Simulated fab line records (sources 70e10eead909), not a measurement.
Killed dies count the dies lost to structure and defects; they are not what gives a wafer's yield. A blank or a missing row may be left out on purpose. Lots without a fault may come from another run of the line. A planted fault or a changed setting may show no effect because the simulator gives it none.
Struck lot and sound lot, side by side :: flow nand-harc :: 21 steps out of a route of 1159
Sound: these wafers, L521.2, L521.4, L521.6. Struck: wafer L532.6 (L532.4, L532.5, from the same lot, were not struck and are left out); the cause is given at the end.
Order at every step that has rows: each side's tool, ch and its chambers, its first start. Under that, the readings that differ: sound wafers :: struck wafers :: difference of the means :: sigmas: that difference in standard deviations of wafers without a fault.
alike: readings with means less than 2 such deviations apart, plus words and numbers identical on both sides. not compared: withheld readings, readings lacking a value on some wafer, bounds such as >300 that could conceal the same value, and numbers that have no deviation in the record and whose values overlap.
A row with sigmas, a row that says differs or no value, or rows on one side alone: a step with any of these is where the two part. When numbers do not overlap yet have no deviation, they are printed without sigmas and do not part them. Lack of a reading on every wafer of one side parts them only where that side has two or more wafers.

NHARC_A_CONTACT_CMP_20: polishes, t overpolish 30 s, target thk 300 nm.
  sound on cmp-02 ch 0,2, day 17 16:14; struck on cmp-02 ch 0, day 21 04:16
  alike: motor-current-A, overpolish-run-s, time-to-endpoint-s
next, for these wafers, 1 step has no rows: NHARC_A_CONTACT_SRD_22.
NHARC_A_CONTACT_INSPECT_23:
  sound on defect-inspect-01, day 17 16:37; struck on defect-inspect-02, day 21 04:39
  alike: raw-defect-count
then, 8 steps without rows for these wafers: NHARC_A_BLC_DEHYDRATE_00 (time 120 s); NHARC_A_BLC_HMDS_01 (time 30 s); NHARC_A_BLC_COAT_02 (time 75 s); NHARC_A_BLC_COAT_03 (time 65 s); NHARC_A_BLC_COAT_04 (resist thk 90 nm); NHARC_A_BLC_SOFTBAKE_05 (time 55 s); NHARC_A_BLC_EBR_06; NHARC_A_BLC_EXPOSE_07 (exposes mask A BLC, target cd 100 nm).
NHARC_A_BLC_PEB_08: peb time 65 s.
  sound on litho-track-01 ch 0, day 17 16:55; struck on litho-track-01 ch 0, day 21 04:57
then, 1 step without rows for these wafers: NHARC_A_BLC_DEVELOP_09 (develop time 35 s).
NHARC_A_BLC_CD_MEAS_10: target cd 100 nm.
  sound on cd-sem-03 ch 0, day 17 17:00; struck on cd-sem-02 ch 0, day 21 05:02
reading: cd-nm (nm)
sound: 100.1 99.8 99.8
struck: 107.6
difference: +7.7
sigmas: +9
NHARC_A_BLC_OVL_MEAS_11:
  sound on overlay-01, day 17 17:05; struck on overlay-02, day 21 05:07
  alike: overlay-x-nm, overlay-y-nm
NHARC_A_BLC_INSPECT_12:
  sound on defect-inspect-01, day 17 17:07; struck on defect-inspect-01, day 21 05:09
  alike: raw-defect-count
NHARC_A_BLC_DESCUM_15: chemistry O2, time 3 s.
  sound on rie-diel-11 ch 0,2,3, day 17 17:12; struck on rie-diel-02 ch 1, day 21 05:14
reading: model.A_BLC.cd-nm (nm)
sound: 101 99.62 99.74
struck: 108.6
difference: +8.5
sigmas: 
  alike: drypump-motor-current-A, oes-product-au, rf-vpp-V, showerhead-plenum-p-Torr, throttle-valve-pct
  not compared: rf-hours-counter-h
NHARC_A_BLC_ETCH_16: etches the open film in CF4, target depth 39 nm, time 65 s.
  sound on rie-diel-11 ch 2,3, day 17 17:16; struck on rie-diel-02 ch 0, day 21 05:18
reading: drypump-motor-current-A (A)
sound: 5.0 5.2 5.0
struck: 6.0
difference: +0.9
sigmas: +2
  alike: oes-product-au, rf-vpp-V, showerhead-plenum-p-Torr, throttle-valve-pct
  not compared: rf-hours-counter-h
NHARC_A_BLC_ETCH_17: etches the open film in N2/H2, target depth 390 nm, time 609.38 s.
  sound: rie-diel-11 ch 0,1,3; struck: rie-diel-02 ch 2
  alike: drypump-motor-current-A, oes-product-au, rf-vpp-V, showerhead-plenum-p-Torr, throttle-valve-pct
  not compared: rf-hours-counter-h
NHARC_A_BLC_ETCH_18: etches the open film in C4F8/O2/Ar, target depth 910 nm.
  sound: rie-diel-11 ch 1,2; struck: rie-diel-02 ch 1
reading: model.A_BLC.cd-nm (nm)
sound: 100.7 104.9 101.9
struck: 107.2
difference: +4.7
sigmas: 
  alike: oes-product-au, rf-vpp-V
  not compared: rf-hours-counter-h
NHARC_A_BLC_CD_MEAS_19:
  sound on cd-sem-03, day 17 18:10; struck on cd-sem-03, day 21 06:11
  alike: cd-nm

## WHERE THEY PART
First at NHARC_A_BLC_CD_MEAS_10; last, within this record, at NHARC_A_BLC_ETCH_16. Later steps at which nothing parts them and some readings are alike: NHARC_A_BLC_ETCH_17, NHARC_A_BLC_ETCH_18, NHARC_A_BLC_CD_MEAS_19.

WHY: the cause the simulator had injected
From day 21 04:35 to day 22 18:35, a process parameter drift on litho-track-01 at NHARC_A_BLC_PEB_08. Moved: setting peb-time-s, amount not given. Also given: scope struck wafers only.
